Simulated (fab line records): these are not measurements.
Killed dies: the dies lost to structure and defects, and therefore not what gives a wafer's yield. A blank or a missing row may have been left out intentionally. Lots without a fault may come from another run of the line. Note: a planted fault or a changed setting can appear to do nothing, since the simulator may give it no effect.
fab line records | flow n5Finfet
[record] lots = 7 wafers = 21
route steps=1938 shown BEOL_M7@1299 BEOL_M8@1377 BEOL_M10@1512 BEOL_M13@1662 BEOL_M14@1751
startH: hours from the record's opening day to when the first of the lot's shown wafers began | waitH: hours since the lot's step before | " repeats the value in the row above | L1.1+2: several wafers, shown together as one row | - no value present, or no start provided | * or withheld: withheld | < > ~ a bound
route shown NAME@n: names a module that has steps shown in the file, with the first one's number in the route | usual: average and standard deviation across the fault-free wafers | same: alike in all rows | chamber/n: place in a boat | sites: each site's reading | _std_site: their standard deviation | _edge_site: the outer-site mean with the inner-site mean subtracted | radiusMm: how far each site lies from the wafer's centre | mask NAME#n: copy n | behind: the most recent tool/chamber to have shaped the wafer | hold: reason for holding the lot/hours on hold/outcome of the hold | device: names the non-switching transistor (n, p or np) | end of line: tests of these same wafers at the route's end | a step with no rows: only its recipe | killed: not the wafer's yield, but the dies lost to structure and defects at the first sort | map: a wafer's dies, marking killed ones x, the rest . and places with no die _
set.NAME: the run value of the setting; set.NAME@STEP: its run value at that earlier step | model.NAME: the simulator's own value behind a step, which no gauge read
lots where settings were altered on purpose, with a table for each step and a row for each wafer
[[steps]]
[step N5_BEOL_M7_DESCUM_33]
[recipe] chemistry = O2 timeS = 7 sourcePowerW = 50 biasPowerW = 20 pressureMtorr = 20 rfFrequencyHz = 2.712e+07 tempC = 40 resist = CAR-EUV o2FlowSccm = 225
// columns lot.wafer tool chamber startH waitH set.timeS model.CAR-EUV_of_BEOL_M7_COAT_22.thkNm
L078.1 rieDiel-06 1 236.36 0.6 7 25.8
L078.3+4 " 2,0 " " 7 26
L079.2 rieDiel-03 1 251.52 0.0 8.354 25.4
L079.5 " 1 " " 8.354 25.6
L079.6 " 2 " " 7 26.2
L081.3+6 rieDiel-01 3,2 261.82 0.0 7 26
L081.5 " 1 " " 7 25.8
L083.3+5 rieDiel-01 1,2 277.02 0.0 7 26
L083.4 " 0 " " 7 26.2
L085.3+4 rieDiel-01 1,2 279.74 0.0 8.298 25.4
L085.5 " 3 " " 7 26.2
L090.1+4 rieDiel-06 2,0 322.34 0.1 7 26.2
L090.3 " 3 " " 7 26
L095.4+5+6 rieDiel-03 2,1,2 361.19 0.2 7 26
[step N5_BEOL_M7_ETCH_72]
[recipe] chemistry = N2/H2 target = underlayer targetDepthA = 65 maskMaterial = CAR-EUV timeS = 5.2 ionEnergyEv = 200 pressureMtorr = 30 sourceW = 840 biasW = 150 n2FlowSccm = 200 h2FlowSccm = 200 ends = cleared
// columns lot.wafer tool chamber startH waitH set.timeS@BEOL_M7_DESCUM_33 model.CAR-EUV_of_BEOL_M7_COAT_22.thkNm
L078.1 rieDiel-06 1 236.39 0.0 7 20
L078.3 " 2 " " 7 20.4
L078.4 " 0 " " 7 20.2
L079.2 rieDiel-03 1 251.55 0.0 8.354 19.6
L079.5 " 1 " " 8.354 19.8
L079.6 " 2 " " 7 20.4
L081.3+5+6 rieDiel-01 3,1,2 261.86 0.0 7 20.2
L083.3+5 rieDiel-01 1,2 277.05 0.0 7 20.2
L083.4 " 0 " " 7 20.4
L085.3+4 rieDiel-01 1,2 279.78 0.0 8.298 19.8
L085.5 " 3 " " 7 20.4
L090.1 rieDiel-06 2 322.37 0.0 7 20.6
L090.3+4 " 3,0 " " 7 20.4
L095.4 rieDiel-03 2 361.22 0.0 7 20.4
L095.5+6 " 1,2 " " 7 20.2
[step N5_BEOL_M7_TRENCH_ETCH_37]
[recipe] chemistry = C4F6/O2 targetDepthA = 934.78 target = SiCOH_lowk timeS = 31.2 ionEnergyEv = 250 pressureMtorr = 30 sourceW = 345 biasW = 185 Ar_flow_sccm = 300 C4F6_flow_sccm = 10 O2_flow_sccm = 10
[usual] rfVppV = 669/9
// columns lot.wafer tool chamber startH waitH set.sourceW rfVppV
L078.1 rieDiel-06 1 - - 294.7 710
L078.3 " 2 " " 294.7 734
L078.4 " 0 " " 345 664
L079.2 rieDiel-03 1 - - 345 671
L079.5 " 1 " " 345 672
L079.6 " 2 " " 401.7 609
L081.3 rieDiel-01 3 - - 387.6 633
L081.5 " 1 " " 345 665
L081.6 " 2 " " 345 676
L083.3 rieDiel-01 1 - - 345 664
L083.4 " 0 " " 345 680
L083.5 " 2 " " 405.1 623
L085.3 rieDiel-01 1 - - 405.2 612
L085.4 " 2 " " 405.2 623
L085.5 " 3 " " 345 670
L090.1 rieDiel-06 2 - - 345 677
L090.3 " 3 " " 345 675
L090.4 " 0 " " 345 664
L095.4 rieDiel-03 2 - - 345 659
L095.5 " 1 " " 345 671
L095.6 " 2 " " 345 658
[step N5_BEOL_M8_TRENCH_ETCH_37]
[recipe] chemistry = C4F6/O2 targetDepthA = 934.78 target = SiCOH_lowk timeS = 31.2 ionEnergyEv = 250 pressureMtorr = 30 sourceW = 345 biasW = 185 Ar_flow_sccm = 300 C4F6_flow_sccm = 10 O2_flow_sccm = 10
// columns lot.wafer tool chamber startH waitH set.timeS model.BEOL_M8.featureDepthNm model.etch.depthNm
L078.1 rieDiel-04 0 - - 31.2 91.6 91.5
L078.3 " 1 " " 31.2 88.8 88.73
L078.4 " 2 " " 31.2 91.2 91.28
L079.2 rieDiel-02 3 - - 31.2 95.4 95.4
L079.5 " 0 " " 31.2 94 94.02
L079.6 " 3 " " 31.2 94.8 94.81
L081.3 rieDiel-05 1 - - 31.2 96.6 96.69
L081.5 " 1 " " 36.67 113 113
L081.6 " 2 " " 31.2 93 92.92
L083.3 rieDiel-05 2 - - 31.2 93.4 93.35
L083.4 " 3 " " 31.2 91.4 91.36
L083.5 " 3 " " 37.56 110 110.1
L085.3 rieDiel-02 1 - - 31.2 89 89.01
L085.4 " 0 " " 31.2 93.2 93.24
L085.5 " 1 " " 31.2 88.6 88.54
L090.1 rieDiel-02 3 - - 31.2 95.8 95.85
L090.3 " 0 " " 31.2 93.2 93.26
L090.4 " 3 " " 31.2 96 95.98
L095.4 rieDiel-04 0 - - 31.2 92.8 92.76
L095.5 " 3 " " 35.41 106.8 106.8
L095.6 " 1 " " 31.2 91.4 91.31
[step N5_BEOL_M8_ETCH_41]
[recipe] chemistry = CH3F/O2 target = SiCN targetDepthA = 319 taperDeg = 2 timeS = 57.8 ionEnergyEv = 120 maskMaterial = TiN pressureMtorr = 30 sourceW = 395 biasW = 75 Ar_flow_sccm = 150 CH3F_flow_sccm = 30 O2_flow_sccm = 20
[step N5_BEOL_M8_STRIP_80]
[recipe] chemistry = N2/H2 timeS = 10 powerW = 450 tempC = 40 pressureMtorr = 20 rfFrequencyHz = 6e+07 biasPowerW = 7 n2FlowSccm = 200 h2FlowSccm = 200
[step N5_BEOL_M8_OCD_MEAS_38]
[usual] trenchDepthNm = 92.9/2.6
// columns lot.wafer tool chamber startH waitH set.timeS@BEOL_M8_TRENCH_ETCH_37 trenchDepthNm
L078.1 ocd-02 - 248.04 - 31.2 91.3
L078.3 " - " " 31.2 88.5
L078.4 " - " " 31.2 91.0
L079.2 ocd-02 - 260.11 - 31.2 95.9
L079.5 " - " " 31.2 93.7
L079.6 " - " " 31.2 94.7
L081.3 ocd-01 - 270.31 - 31.2 96.6
L081.5 " - " " 36.67 113.2
L081.6 " - " " 31.2 92.9
L083.3 ocd-02 - 285.32 - 31.2 93.4
L083.4 " - " " 31.2 91.3
L083.5 " - " " 37.56 110.3
L085.3 ocd-02 - 287.23 - 31.2 89.2
L085.4 " - " " 31.2 93.2
L085.5 " - " " 31.2 88.6
L090.1 ocd-01 - 337.50 - 31.2 95.8
L090.3 " - " " 31.2 93.8
L090.4 " - " " 31.2 95.8
L095.4 ocd-01 - 369.18 - 31.2 92.4
L095.5 " - " " 35.41 106.4
L095.6 " - " " 31.2 91.3
[step N5_BEOL_M8_ALD_77]
[recipe] material = TaN targetThkA = 20 tempC = 275 aldPrecursorFamily = PDMAT aldCoReactant = NH3 pressureTorr = 3 carrierFlowSccm = 1500 pulseTimeS = 2 purgeTimeS = 3 coReactantPurgeTimeS = 2 coReactantPulseTimeS = 3 aldCycles = 40 precursorVesselTempC = 75 precursorVesselPressureTorr = 26.25 precursorVesselCarrierSccm = 1000
// columns lot.wafer tool chamber startH waitH set.purgeTimeS
L078.1+3 aldMetal-04 3,2 249.71 0.3 3
L078.4 " 0 " " 2.704
L079.2+6 aldMetal-01 0,3 261.01 0.2 3
L079.5 " 0 " " 2.637
L081.3+5 aldMetal-03 3,0 271.16 0.1 2.691
L081.6 " 1 " " 3
L083.3 aldMetal-01 3 287.22 0.0 3
L083.4+5 " 0,3 " " 2.55
L085.3+4+5 aldMetal-01 1,0,2 288.26 0.2 3
L090.1+3+4 aldMetal-01 1,2,0 338.30 0.2 3
L095.4+5 aldMetal-04 0,3 369.88 0.1 3
L095.6 " 0 " " 2.607
[step N5_BEOL_M8_SURFACE_TREAT_79]
[recipe] gas = Ar timeS = * ionEnergyEv = * ionCurrentMaCm2 = 0.5 pressureMtorr = * arFlowSccm = 30
[step N5_BEOL_M8_CVD_78]
[recipe] material = Co targetThkA = 20 tempC = withheld precursor = CCTBA/H2 pressureTorr = 30 timeS = 142.3
[step N5_BEOL_M8_ECD_50]
[recipe] material = Cu targetThkA = 3000
[step N5_BEOL_M8_ANNEAL_51]
[recipe] tempC = 225 timeS = 90 ambient = N2
[step N5_BEOL_M8_CMP_52]
[recipe] stopOn = SiCOH_lowk tOverpolishS = 6.9 downForcePsi = 1 platenRpm = 50 clearingPlatenDownForcePsi = 1.5 clearingPlatenRpm = 50 postCmpClean = cuAlkaline targetThkNm = 80 clearingPlatenPadVelocityMS = 0.99484 padVelocityMS = 0.99484
// columns lot.wafer tool chamber startH waitH set.timeS@BEOL_M8_TRENCH_ETCH_37 model.Cu_of_BEOL_M8_ECD_50.thkNm
L078.3 cmp-04 0 252.43 0.3 31.2 73.8
L078.4 " 1 " " 31.2 77.2
L078.1 " 2 " " 31.2 77
L079.2 cmp-04 0 262.17 0.2 31.2 81.6
L079.6 " 3 " " 31.2 81
L079.5 " 0 " " 31.2 81.4
L081.3 cmp-03 3 272.44 0.2 31.2 84.2
L081.6 " 2 " " 31.2 80
L081.5 " 3 " " 36.67 99.8
L083.4 cmp-01 3 288.37 0.2 31.2 78.8
L083.3 " 0 " " 31.2 80.6
L083.5 " 2 " " 37.56 97.2
L085.3 cmp-01 3 290.75 0.2 31.2 77
L085.4 " 0 " " 31.2 80.8
L085.5 " 2 " " 31.2 74.4
L090.1 cmp-01 2 340.58 0.3 31.2 82.8
L090.4 " 3 " " 31.2 84.6
L090.3 " 0 " " 31.2 80.4
L095.4 cmp-01 3 370.89 0.1 31.2 80
L095.6 " 3 " " 31.2 79.2
L095.5 " 0 " " 35.41 94
[step N5_BEOL_M8_THK_MEAS_53]
[recipe] thkMeasGauge = xrf reads = Cu_of_BEOL_M8_ECD_50
[usual] M8_THK = 79/3.1
// columns lot.wafer tool chamber startH waitH set.timeS@BEOL_M8_TRENCH_ETCH_37 M8_THK[nm]
L078.1 filmMetro-02 - 252.68 - 31.2 77
L078.3 " - " " 31.2 73
L078.4 " - " " 31.2 77
L079.2 filmMetro-01 - 262.43 - 31.2 82
L079.5 " - " " 31.2 82
L079.6 " - " " 31.2 81
L081.3 filmMetro-01 - 272.69 - 31.2 84
L081.5 " - " " 36.67 101
L081.6 " - " " 31.2 80
L083.3 filmMetro-02 - 288.62 - 31.2 81
L083.4 " - " " 31.2 79
L083.5 " - " " 37.56 97
L085.3 filmMetro-02 - 291.00 - 31.2 77
L085.4 " - " " 31.2 81
L085.5 " - " " 31.2 75
L090.1 filmMetro-02 - 340.84 - 31.2 83
L090.3 " - " " 31.2 80
L090.4 " - " " 31.2 85
L095.4 filmMetro-02 - 371.19 - 31.2 81
L095.5 " - " " 35.41 95
L095.6 " - " " 31.2 80
[step N5_BEOL_M8_PRE_CLEAN_55]
[recipe] gas = NH3 timeS = 15 tempC = withheld rfPowerW = 300
[step N5_BEOL_M8_DEP_56]
[recipe] material = SiCN targetThkA = 100 tempC = withheld precursor = 3MS/NH3 pressureTorr = 3 rfW = 202 timeS = 17.5
[step N5_BEOL_M8_RS_MEAS_57]
[recipe] thkMeasGauge = four-point-probe reads = Cu_of_BEOL_M8_ECD_50+Co_of_BEOL_M8_CVD_78+TaN_of_BEOL_M8_ALD_77
[usual] M8_RS = 0.291/0.013
// columns lot.wafer tool chamber startH waitH set.timeS@BEOL_M8_TRENCH_ETCH_37 M8_RS[ohm/sq]
L078.1 filmMetro-02 - 252.85 0.1 31.2 0.300
L078.3 " - " " 31.2 0.314
L078.4 " - " " 31.2 0.298
L079.2 filmMetro-01 - 262.56 0.1 31.2 0.279
L079.5 " - " " 31.2 0.280
L079.6 " - " " 31.2 0.282
L081.3 filmMetro-02 - 272.83 0.1 31.2 0.270
L081.5 " - " " 36.67 0.221
L081.6 " - " " 31.2 0.286
L083.3 filmMetro-02 - 288.76 0.1 31.2 0.284
L083.4 " - " " 31.2 0.291
L083.5 " - " " 37.56 0.228
L085.3 filmMetro-01 - 291.14 0.1 31.2 0.299
L085.4 " - " " 31.2 0.283
L085.5 " - " " 31.2 0.311
L090.1 filmMetro-02 - 340.97 0.1 31.2 0.275
L090.3 " - " " 31.2 0.284
L090.4 " - " " 31.2 0.268
L095.4 filmMetro-02 - 371.32 0.0 31.2 0.286
L095.5 " - " " 35.41 0.238
L095.6 " - " " 31.2 0.290
[step N5_BEOL_M10_TRENCH_ETCH_37]
[recipe] chemistry = C4F6/O2 targetDepthA = 1488.3 target = SiCOH_lowk timeS = 48 ionEnergyEv = 250 pressureMtorr = 30 sourceW = 345 biasW = 185 Ar_flow_sccm = 300 C4F6_flow_sccm = 10 O2_flow_sccm = 10
[usual] rfVppV = 672/12
// columns lot.wafer tool chamber startH waitH set.biasW rfVppV
L078.1 rieDiel-02 2 - - 161 611
L078.3 " 0 " " 185 680
L078.4 " 1 " " 161 593
L079.2 rieDiel-05 0 - - 185 685
L079.5 " 2 " " 185 670
L079.6 " 3 " " 185 666
L081.3 rieDiel-04 1 - - 185 670
L081.5 " 0 " " 185 643
L081.6 " 1 " " 185 671
L085.3 rieDiel-05 1 - - 209.6 751
L085.4 " 3 " " 185 667
L085.5 " 1 " " 185 679
L083.3 rieDiel-02 2 - - 185 681
L083.4 " 3 " " 209.8 755
L083.5 " 2 " " 185 685
L090.1 rieDiel-02 2 - - 185 683
L090.3 " 0 " " 185 680
L090.4 " 0 " " 185 679
L095.4 rieDiel-02 0 - - 185 679
L095.5 " 2 " " 185 681
L095.6 " 3 " " 207.8 750
[step N5_BEOL_M13_COAT_04]
[recipe] spinRpm = 1625 resistThkNm = 400
// columns lot.wafer tool chamber startH waitH set.spinRpm model.coat_of_BEOL_M13_COAT_04.thkNm
L078.1 lithoTrack-04 0 - - 1451 425.8
L078.3 " 0 " " 1451 426.8
L078.4 " 0 " " 1625 402.4
L079.2 lithoTrack-03 0 - - 1771 384.6
L079.5 " 0 " " 1771 384.8
L079.6 " 0 " " 1625 400
L081.3 lithoTrack-05 0 - - 1475 418.8
L081.5 " 0 " " 1475 420.2
L081.6 " 0 " " 1625 400.2
L083.3 lithoTrack-04 0 - - 1625 401
L083.4 " 0 " " 1625 401.2
L083.5 " 0 " " 1625 400.6
L085.3+4 lithoTrack-04 0 - - 1625 400
L085.5 " 0 " " 1625 401.2
L090.1 lithoTrack-05 0 - - 1625 401.4
L090.3 " 0 " " 1625 400.6
L090.4 " 0 " " 1625 401.2
L095.4 lithoTrack-04 0 - - 1625 401.4
L095.5 " 0 " " 1625 399.4
L095.6 " 0 " " 1775 382.6
[step N5_BEOL_M13_EBR_06]
[recipe] solvent = PGMEA ebrWidthMm = 1.5
[step N5_BEOL_M13_SOFTBAKE_05]
[recipe] tempC = 130 timeS = 60
[step N5_BEOL_M13_DESCUM_15]
[recipe] chemistry = O2 timeS = 7.9 sourcePowerW = 50 biasPowerW = 20 pressureMtorr = 20 rfFrequencyHz = 2.712e+07 tempC = 40 o2FlowSccm = 225
[step N5_BEOL_M13_ETCH_59]
[recipe] chemistry = N2/H2 target = BARC targetDepthA = 890 overetchA = 267 timeS = 67.9 ionEnergyEv = 200 pressureMtorr = 30 sourceW = 840 biasW = 150 n2FlowSccm = 200 h2FlowSccm = 200
// columns lot.wafer tool chamber startH waitH set.spinRpm@BEOL_M13_COAT_04 model.coat_of_BEOL_M13_COAT_04.thkNm
L078.1 rieDiel-06 3 283.09 0.0 1451 345.2
L078.3 " 2 " " 1451 345.6
L078.4 " 0 " " 1625 320.4
L079.2 rieDiel-03 2 297.94 0.0 1771 301.2
L079.5 " 3 " " 1771 302.4
L079.6 " 2 " " 1625 317.2
L081.3 rieDiel-01 1 309.97 0.0 1475 335.8
L081.5 " 2 " " 1475 338.8
L081.6 " 1 " " 1625 317.2
L083.3 rieDiel-01 2 332.87 0.0 1625 320
L083.4 " 1 " " 1625 318.4
L083.5 " 3 " " 1625 317.8
L085.3 rieDiel-01 1 333.17 0.0 1625 317.2
L085.4 " 2 " " 1625 318.8
L085.5 " 1 " " 1625 317.4
L090.1 rieDiel-06 2 372.62 0.0 1625 321.8
L090.3 " 0 " " 1625 319.4
L090.4 " 3 " " 1625 322.8
L095.4 rieDiel-06 0 410.61 0.0 1625 320.2
L095.5 " 2 " " 1625 318.8
L095.6 " 1 " " 1775 297.2
[step N5_BEOL_M13_VIA_ETCH_16]
[recipe] chemistry = C4F8/O2/Ar target = SiOC pressureMtorr = 30 sourceW = 3000 biasW = 700 Ar_flow_sccm = 400 C4F8_flow_sccm = 15 O2_flow_sccm = 8 heInnerTorr = 15 heOuterTorr = 30 targetDepthA = 9217 timeS = withheld ionEnergyEv = 250 ends = cleared
// columns lot.wafer tool chamber startH waitH set.spinRpm@BEOL_M13_COAT_04 model.coat_of_BEOL_M13_COAT_04.thkNm
L078.1 rieDiel-06 3 283.14 0.0 1451 101.6
L078.3 " 2 " " 1451 104.2
L078.4 " 0 " " 1625 71.2
L079.2 rieDiel-03 2 297.99 0.0 1771 54.6
L079.5 " 3 " " 1771 52
L079.6 " 2 " " 1625 66.2
L081.3 rieDiel-01 1 310.02 0.0 1475 90.2
L081.5 " 2 " " 1475 90.6
L081.6 " 1 " " 1625 64.8
L083.3 rieDiel-01 2 332.92 0.0 1625 77.6
L083.4 " 1 " " 1625 67.4
L083.5 " 3 " " 1625 70.4
L085.3 rieDiel-01 1 333.23 0.0 1625 67.6
L085.4 " 2 " " 1625 70.2
L085.5 " 1 " " 1625 64.6
L090.1 rieDiel-06 2 372.68 0.0 1625 76.4
L090.3 " 0 " " 1625 76.2
L090.4 " 3 " " 1625 79.4
L095.4 rieDiel-06 0 410.66 0.0 1625 72.6
L095.5 " 2 " " 1625 71
L095.6 " 1 " " 1775 49.6
[step N5_BEOL_M13_STRIP_63]
[recipe] chemistry = N2/H2 powerW = 1000 tempC = 250 h2Frac = 0.65 overashFraction = 0.3 pressureMtorr = 1000 n2FlowSccm = 1750 h2FlowSccm = 3250
[usual] stripTimeToEndpointS = 28.2/1.1
// columns lot.wafer tool chamber startH waitH set.spinRpm@BEOL_M13_COAT_04 stripTimeToEndpointS
L078.1 plasmaAsher-01 1 283.38 - 1451 36.7
L078.3 " 0 " " 1451 37.3
L078.4 " 1 " " 1625 28.0
L079.2 plasmaAsher-02 0 298.24 - 1771 23.1
L079.5 " 0 " " 1771 22.2
L079.6 " 1 " " 1625 26.6
L081.3 plasmaAsher-02 1 310.28 - 1475 33.5
L081.5 " 0 " " 1475 33.6
L081.6 " 1 " " 1625 26.1
L083.3 plasmaAsher-02 1 333.18 - 1625 29.9
L083.4 " 0 " " 1625 26.9
L083.5 " 0 " " 1625 27.8
L085.3 plasmaAsher-02 0 333.48 - 1625 27.0
L085.4 " 1 " " 1625 27.7
L085.5 " 1 " " 1625 26.0
L090.1 plasmaAsher-02 1 372.91 - 1625 29.5
L090.3 " 0 " " 1625 29.5
L090.4 " 1 " " 1625 30.4
L095.4 plasmaAsher-02 1 410.92 - 1625 28.4
L095.5 " 1 " " 1625 27.9
L095.6 " 0 " " 1775 21.5
[step N5_BEOL_M14_ETCH_68]
[recipe] chemistry = N2/H2 target = SOC maskMaterial = SiARC sourceW = 3000 biasW = 350 tempC = 40 timeS = 450 ionEnergyEv = 200 pressureMtorr = 30 n2FlowSccm = 200 h2FlowSccm = 200
// columns lot.wafer tool chamber startH waitH set.timeS model.SiARC_of_BEOL_M14_COAT_66.thkNm
L078.1 rieDiel-04 1 290.91 0.1 404.1 71
L078.3 " 2 " " 450 65.6
L078.4 " 2 " " 404.1 70
L079.2 rieDiel-02 2 308.88 0.1 450 65.2
L079.5 " 3 " " 450 64.2
L079.6 " 1 " " 490.9 62.4
L081.3 rieDiel-02 1 316.42 0.1 521.2 59.6
L081.5 " 3 " " 450 64.6
L081.6 " 1 " " 450 66
L083.3 rieDiel-05 3 352.76 0.1 546.9 57
L083.4 " 0 " " 450 65.8
L083.5 " 0 " " 546.9 55.2
L085.3 rieDiel-05 2 353.34 0.1 450 64.4
L085.4 " 0 " " 509.8 59.6
L085.5 " 3 " " 450 66.2
L090.1+3 rieDiel-04 3,2 385.92 0.1 450 64.8
L090.4 " 1 " " 450 66
L095.4 rieDiel-05 1 420.07 0.1 536 54.8
L095.5 " 0 " " 450 65.6
L095.6 " 2 " " 536 55.6
[step N5_BEOL_M14_SPUTTER_44]
[recipe] material = Ta targetThkA = 150 tempC = 50 biasV = 80 powerW = 15000 chamberPressurePa = 0.07 timeS = 24.19
// columns lot.wafer tool chamber startH waitH set.powerW model.Ta_of_BEOL_M14_SPUTTER_44.thkNm
L078.1 pvdSputter-01 - 292.88 0.0 13580 14
L078.3 " - " " 15000 15.2
L078.4 " - " " 15000 15.4
L079.2+6 pvdSputter-02 - 312.82 0.0 12840 13.2
L079.5 " - " " 15000 15.2
L081.3+6 pvdSputter-02 - 317.99 0.0 15000 15
L081.5 " - " " 13300 13.2
L083.3 pvdSputter-03 - 353.99 0.0 13290 13.4
L083.4 " - " " 13290 13.2
L083.5 " - " " 15000 15
L085.3 pvdSputter-03 - 354.79 0.0 12820 12.6
L085.4 " - " " 15000 15.2
L085.5 " - " " 12820 13
L090.1+4 pvdSputter-03 - 390.94 0.0 15000 15.4
L090.3 " - " " 15000 15.2
L095.4 pvdSputter-03 - 421.03 0.0 15000 15.2
L095.5 " - " " 15000 14.8
L095.6 " - " " 15000 15
[[key]]
[split] step = N5_BEOL_M7_DESCUM_33 setting = timeS stated = 7 by = wafer
[response] step = N5_BEOL_M7_DESCUM_33 reading = model.CAR-EUV_of_BEOL_M7_COAT_22.thkNm change = -0.0395 per = 1% r = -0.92
[response] step = N5_BEOL_M7_ETCH_72 reading = model.CAR-EUV_of_BEOL_M7_COAT_22.thkNm change = -0.0344 per = 1% r = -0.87
[split] step = N5_BEOL_M7_TRENCH_ETCH_37 setting = sourceW stated = 345 by = wafer
[response] step = N5_BEOL_M7_TRENCH_ETCH_37 reading = rfVppV change = -3.32 per = 1% r = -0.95
[split] step = N5_BEOL_M8_TRENCH_ETCH_37 setting = timeS stated = 31.2 by = wafer
[response] step = N5_BEOL_M8_TRENCH_ETCH_37 reading = model.BEOL_M8.featureDepthNm change = +0.968 per = 1% r = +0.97
[response] step = N5_BEOL_M8_TRENCH_ETCH_37 reading = model.etch.depthNm change = +0.971 per = 1% r = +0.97
[response] step = N5_BEOL_M8_OCD_MEAS_38 reading = trenchDepthNm change = +0.979 per = 1% r = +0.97
[response] step = N5_BEOL_M8_CMP_52 reading = model.Cu_of_BEOL_M8_ECD_50.thkNm change = +0.952 per = 1% r = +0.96
[response] step = N5_BEOL_M8_THK_MEAS_53 reading = M8_THK change = +0.976 per = 1% r = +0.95
[response] step = N5_BEOL_M8_RS_MEAS_57 reading = M8_RS change = -0.00319 per = 1% r = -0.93
[split] step = N5_BEOL_M8_ALD_77 setting = purgeTimeS stated = 3 by = wafer
response none clear
[split] step = N5_BEOL_M10_TRENCH_ETCH_37 setting = biasW stated = 185 by = wafer
[response] step = N5_BEOL_M10_TRENCH_ETCH_37 reading = rfVppV change = +5.72 per = 1% r = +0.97
[split] step = N5_BEOL_M13_COAT_04 setting = spinRpm stated = 1625 by = wafer
[response] step = N5_BEOL_M13_COAT_04 reading = model.coat_of_BEOL_M13_COAT_04.thkNm change = -2.01 per = 1% r = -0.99
[response] step = N5_BEOL_M13_ETCH_59 reading = model.coat_of_BEOL_M13_COAT_04.thkNm change = -2.18 per = 1% r = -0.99
[response] step = N5_BEOL_M13_VIA_ETCH_16 reading = model.coat_of_BEOL_M13_COAT_04.thkNm change = -2.45 per = 1% r = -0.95
[response] step = N5_BEOL_M13_STRIP_63 reading = stripTimeToEndpointS change = * per = 1% r = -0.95
[split] step = N5_BEOL_M14_ETCH_68 setting = timeS stated = 450 by = wafer
[response] step = N5_BEOL_M14_ETCH_68 reading = model.SiARC_of_BEOL_M14_COAT_66.thkNm change = -0.447 per = 1% r = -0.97
[split] step = N5_BEOL_M14_SPUTTER_44 setting = powerW stated = 15000 by = wafer
[response] step = N5_BEOL_M14_SPUTTER_44 reading = model.Ta_of_BEOL_M14_SPUTTER_44.thkNm change = +0.151 per = 1% r = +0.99
